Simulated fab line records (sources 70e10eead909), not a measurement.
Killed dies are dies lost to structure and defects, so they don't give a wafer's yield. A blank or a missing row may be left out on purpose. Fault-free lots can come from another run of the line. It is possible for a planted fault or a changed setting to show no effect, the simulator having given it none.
A struck lot beside a sound one    flow nand-harc    40 steps out of a route of 1159
Sound: the wafers L206.1, L206.3, L206.5. Struck: wafer L216.6 (L216.1, L216.5, from the same lot, were not struck and are left out); the cause is given at the end.
Order at every step that has rows: each side's tool, ch and its chambers, its first start. Under that, the readings that differ: sound wafers    struck wafers    difference of the means    sigmas: that difference in standard deviations of wafers without a fault.
alike: readings whose means differ by less than 2 such deviations, and words and numbers that are the same on both sides. not compared: withheld readings, readings that some wafer has no value for, bounds like >300 that may hide the same value, and numbers for which the record gives no deviation and whose values overlap.
The two part at a step that has a row with sigmas, a row that says differs or no value, or rows on one side only. Numbers that have no deviation but don't overlap get no sigmas and don't part them. A reading missing from all wafers of one side parts the sides only when that side holds two or more wafers.

first, 11 steps without rows for these wafers: NHARC_A_STAIRCASE_HARDBAKE_10 (time 140 s); NHARC_A_STAIRCASE_DESCUM_11 (chemistry O2, time 3 s); NHARC_A_STAIRCASE_TRIM_12 (chemistry O2, time 211.2 s); NHARC_A_STAIRCASE_ETCH_13 (etches the open film in C4F8/O2, target depth 100 nm, time 40.5 s); NHARC_A_STAIRCASE_TRIM_14 (chemistry O2, time 211.2 s); NHARC_A_STAIRCASE_ETCH_15 (etches the open film in C4F8/O2, target depth 100 nm, time 40.5 s); NHARC_A_STAIRCASE_TRIM_16 (chemistry O2, time 211.2 s); NHARC_A_STAIRCASE_ETCH_17 (etches the open film in C4F8/O2, target depth 100 nm, time 40.5 s); NHARC_A_STAIRCASE_TRIM_18 (chemistry O2, time 211.2 s); NHARC_A_STAIRCASE_ETCH_19 (etches the open film in C4F8/O2, target depth 100 nm, time 40.5 s); NHARC_A_STAIRCASE_TRIM_20 (chemistry O2, time 211.2 s).
NHARC_A_STAIRCASE_ETCH_21: etches the open film in C4F8/O2, target depth 100 nm, time 40.5 s.
  sound on rie-diel-04 ch 0,1,3, day 11 10:08; struck on rie-diel-13 ch 0, day 14 20:31
  alike: oes-product-au, rf-vpp-V
  not compared: rf-hours-counter-h
then, 4 steps without rows for these wafers: NHARC_A_STAIRCASE_TRIM_22 (chemistry O2, time 211.2 s); NHARC_A_STAIRCASE_ETCH_23 (etches the open film in C4F8/O2, target depth 100 nm, time 40.5 s); NHARC_A_STAIRCASE_TRIM_24 (chemistry O2, time 211.2 s); NHARC_A_STAIRCASE_ETCH_25 (etches the open film in C4F8/O2, target depth 100 nm, time 40.5 s).
NHARC_A_STAIRCASE_TRIM_26: chemistry O2, time 211.2 s.
  sound on rie-diel-04 ch 0,2,3; struck on rie-diel-13 ch 0
  alike: drypump-motor-current-A, oes-product-au, rf-vpp-V, showerhead-plenum-p-Torr, throttle-valve-pct
  not compared: rf-hours-counter-h
NHARC_A_STAIRCASE_ETCH_27: etches the open film in C4F8/O2, target depth 100 nm, time 40.5 s.
  sound on rie-diel-04 ch 1,2,3; struck on rie-diel-13 ch 1
  alike: oes-product-au, rf-vpp-V
  not compared: rf-hours-counter-h
then, 16 steps without rows for these wafers: NHARC_A_STAIRCASE_STRIP_175 (strips in O2); NHARC_A_STAIRCASE_STRIP_148 (strips in SPM, time 900 s); NHARC_A_STAIRCASE_PRECLEAN_149 (cleans in SC1); NHARC_A_STAIRCASE_SRD_150; NHARC_A_STAIRCASE_DEHYDRATE_176 (time 120 s); NHARC_A_STAIRCASE_HMDS_177 (time 30 s); NHARC_A_STAIRCASE_COAT_178; NHARC_A_STAIRCASE_SOFTBAKE_179 (time 170 s); NHARC_A_STAIRCASE_EBR_180; NHARC_A_STAIRCASE_EXPOSE_181 (exposes mask STAIR 2); NHARC_A_STAIRCASE_PEB_182 (peb time 130 s); NHARC_A_STAIRCASE_DEVELOP_183 (time 140 s); NHARC_A_STAIRCASE_HARDBAKE_185 (time 140 s); NHARC_A_STAIRCASE_DESCUM_186 (chemistry O2, time 3 s); NHARC_A_STAIRCASE_TRIM_187 (chemistry O2, time 211.2 s); NHARC_A_STAIRCASE_ETCH_188 (etches the open film in C4F8/O2, target depth 100 nm, time 40.5 s).
NHARC_A_STAIRCASE_TRIM_189: chemistry O2, time 211.2 s.
  sound on rie-diel-03 ch 0,1,2; struck on rie-diel-04 ch 2
  alike: drypump-motor-current-A, oes-product-au, rf-vpp-V, showerhead-plenum-p-Torr, throttle-valve-pct
  not compared: rf-hours-counter-h
then, 1 step without rows for these wafers: NHARC_A_STAIRCASE_ETCH_190 (etches the open film in C4F8/O2, target depth 100 nm, time 40.5 s).
NHARC_A_STAIRCASE_TRIM_191: chemistry O2, time 211.2 s.
  sound on rie-diel-03 ch 2,3; struck on rie-diel-04 ch 2
  alike: drypump-motor-current-A, oes-product-au, rf-vpp-V, showerhead-plenum-p-Torr, throttle-valve-pct
  not compared: rf-hours-counter-h
NHARC_A_STAIRCASE_ETCH_192: etches the open film in C4F8/O2, target depth 100 nm, time 40.5 s.
  sound on rie-diel-03 ch 1,2,3; struck on rie-diel-04 ch 0
  alike: oes-product-au, rf-vpp-V
  not compared: rf-hours-counter-h
then, 1 step without rows for these wafers: NHARC_A_STAIRCASE_TRIM_193 (chemistry O2, time 211.2 s).
-- the record jumps here: 9 days lie between the struck wafers' starts before and after (it left off in module A_STAIRCASE and takes up again in module END, whose first step shown is number 1159 of the route) --
NHARC_END_SORT_01:
  here the record holds rows for the struck wafers (prober-01 ch 0, day 23 22:10) but none for the sound ones

== WHERE THEY PART ==
Within this record, at NHARC_END_SORT_01 only.

WHY: what the simulator had put in
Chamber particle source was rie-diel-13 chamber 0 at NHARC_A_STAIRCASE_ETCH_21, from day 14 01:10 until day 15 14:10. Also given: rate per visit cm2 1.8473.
